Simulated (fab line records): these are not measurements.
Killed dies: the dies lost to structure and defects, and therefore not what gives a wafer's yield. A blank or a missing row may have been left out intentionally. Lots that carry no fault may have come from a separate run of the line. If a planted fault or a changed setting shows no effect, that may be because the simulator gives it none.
Split-lot study :: flow n5_finfet :: 21 wafers read across 7 lots, on a route 1938 steps long

== THE SPLIT ITSELF ==
At N5_BEOL_M1_VIA_ETCH_34 (etches the open film in C4F6/O2, target depth 67.8 nm, time 64.4 s), the setting bias_w was moved away from the recipe's 170 W on 8 of the 21 wafers read, by -15.8% to +17.6%. All remaining wafers had this setting at the recipe value.

Reading taken at the split's own step.

== THE READING ==
rf_vpp_V, in V, at N5_BEOL_M1_VIA_ETCH_34 (etches the open film in C4F6/O2, target depth 67.8 nm, time 64.4 s). Fault-free wafers of this fab line usually give 662 V, standard deviation 9.7 V.

wafer: L075.2
tool, chamber at the split: rie_diel-03, 3
bias_w as run, W: 170
against the recipe: recipe
rf_vpp_V, V: 664
against lot-mates on the recipe: -

wafer: L075.4
tool, chamber at the split: rie_diel-03, 1
bias_w as run, W: 170
against the recipe: recipe
rf_vpp_V, V: 659
against lot-mates on the recipe: -

wafer: L075.6
tool, chamber at the split: rie_diel-03, 0
bias_w as run, W: 170
against the recipe: recipe
rf_vpp_V, V: 656
against lot-mates on the recipe: -

wafer: L077.2
tool, chamber at the split: rie_diel-05, 3
bias_w as run, W: 170
against the recipe: recipe
rf_vpp_V, V: 651
against lot-mates on the recipe: -

wafer: L077.3
tool, chamber at the split: rie_diel-05, 0
bias_w as run, W: 200
against the recipe: +17.6%
rf_vpp_V, V: 759
against lot-mates on the recipe: +100

wafer: L077.6
tool, chamber at the split: rie_diel-05, 0
bias_w as run, W: 170
against the recipe: recipe
rf_vpp_V, V: 667
against lot-mates on the recipe: -

wafer: L085.3
tool, chamber at the split: rie_diel-05, 2
bias_w as run, W: 188
against the recipe: +10.6%
rf_vpp_V, V: 732
against lot-mates on the recipe: +70

wafer: L085.4
tool, chamber at the split: rie_diel-05, 0
bias_w as run, W: 170
against the recipe: recipe
rf_vpp_V, V: 667
against lot-mates on the recipe: -

wafer: L085.6
tool, chamber at the split: rie_diel-05, 1
bias_w as run, W: 170
against the recipe: recipe
rf_vpp_V, V: 658
against lot-mates on the recipe: -

wafer: L087.2
tool, chamber at the split: rie_diel-03, 0
bias_w as run, W: 179.5
against the recipe: +5.6%
rf_vpp_V, V: 683
against lot-mates on the recipe: +21

wafer: L087.3
tool, chamber at the split: rie_diel-03, 3
bias_w as run, W: 170
against the recipe: recipe
rf_vpp_V, V: 662
against lot-mates on the recipe: -

wafer: L087.6
tool, chamber at the split: rie_diel-03, 0
bias_w as run, W: 179.5
against the recipe: +5.6%
rf_vpp_V, V: 685
against lot-mates on the recipe: +23

wafer: L090.2
tool, chamber at the split: rie_diel-03, 2
bias_w as run, W: 170
against the recipe: recipe
rf_vpp_V, V: 656
against lot-mates on the recipe: -

wafer: L090.5
tool, chamber at the split: rie_diel-03, 0
bias_w as run, W: 143.1
against the recipe: -15.8%
rf_vpp_V, V: 570
against lot-mates on the recipe: -89

wafer: L090.6
tool, chamber at the split: rie_diel-03, 1
bias_w as run, W: 170
against the recipe: recipe
rf_vpp_V, V: 662
against lot-mates on the recipe: -

wafer: L094.2
tool, chamber at the split: rie_diel-05, 2
bias_w as run, W: 170
against the recipe: recipe
rf_vpp_V, V: 675
against lot-mates on the recipe: -

wafer: L094.3
tool, chamber at the split: rie_diel-05, 3
bias_w as run, W: 170
against the recipe: recipe
rf_vpp_V, V: 650
against lot-mates on the recipe: -

wafer: L094.6
tool, chamber at the split: rie_diel-05, 2
bias_w as run, W: 161.2
against the recipe: -5.2%
rf_vpp_V, V: 647
against lot-mates on the recipe: -16

wafer: L096.1
tool, chamber at the split: rie_diel-03, 0
bias_w as run, W: 170
against the recipe: recipe
rf_vpp_V, V: 654
against lot-mates on the recipe: -

wafer: L096.2
tool, chamber at the split: rie_diel-03, 2
bias_w as run, W: 159.3
against the recipe: -6.3%
rf_vpp_V, V: 621
against lot-mates on the recipe: -33

wafer: L096.4
tool, chamber at the split: rie_diel-03, 3
bias_w as run, W: 159.3
against the recipe: -6.3%
rf_vpp_V, V: 629
against lot-mates on the recipe: -25

THE FIT
A straight line over all 21 wafers: rf_vpp_V changes by +5.59 V for each +1% of bias_w; r = +0.98; the points scatter about the line by 7.8 V.
The same after taking each lot's own level away (the mean of its wafers on the recipe; 21 wafers): +5.45 V for each +1%; r = +0.98; scatter 7.5 V.
On that fit, the largest move of bias_w shifts the reading by 96 V.
Measured against the standard deviation above, the lots' own levels, which go from 654.0 to 662.5 V, span 0.9 times it.
So the lot-to-lot level changes the slope little: the two slopes agree.
Check: for one of the wafers moved furthest among these (+17.6%), held out of the fit, the line's prediction against its lot-mates is +95.2 V. It came out at +100 V against them.
Tool readings at the split's step, against how far the setting was moved: rf_vpp_V r = +0.98.

== THE OTHER SPLITS THESE WAFERS WENT THROUGH ==
Other splits were also applied to these wafers ahead of the reading. Each is held against what the fit with the lots' levels taken away leaves over:
other split on the same wafers: N5_BEOL_M0_SAQP_SPACER2_ALD_26 target_thk_a
wafers away from the commonest value: 9
r with rf_vpp_V (lot level and that fit taken away): -0.19

other split on the same wafers: N5_BEOL_M0_SAQP_EXPOSE_37 dose_mj
wafers away from the commonest value: 9
r with rf_vpp_V (lot level and that fit taken away): +0.16

other split on the same wafers: N5_BEOL_M0_ETCH_138 source_w
wafers away from the commonest value: 7
r with rf_vpp_V (lot level and that fit taken away): +0.15

other split on the same wafers: N5_BEOL_M0_ETCH_128 source_w
wafers away from the commonest value: 6
r with rf_vpp_V (lot level and that fit taken away): +0.04

== THE WHOLE CHAIN: every reading that the file lists as answering this split, in the file's order ==
step: N5_BEOL_M1_VIA_ETCH_34
what it does: etches the open film in C4F6/O2, target depth 67.8 nm, time 64.4 s
reading: rf_vpp_V
change (the file's fit): +5.57 V for each +1% of the setting
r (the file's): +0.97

step: N5_BEOL_M1_VIA_ETCH_34
what it does: etches the open film in C4F6/O2, target depth 67.8 nm, time 64.4 s
reading: etch.depth_nm (the simulator's own value, which no gauge read)
change (the file's fit): +0.214 nm for each +1% of the setting
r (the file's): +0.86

== FILE'S OWN FIT ==
rf_vpp_V changes by +5.57 V for each +1% of bias_w, r = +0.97.
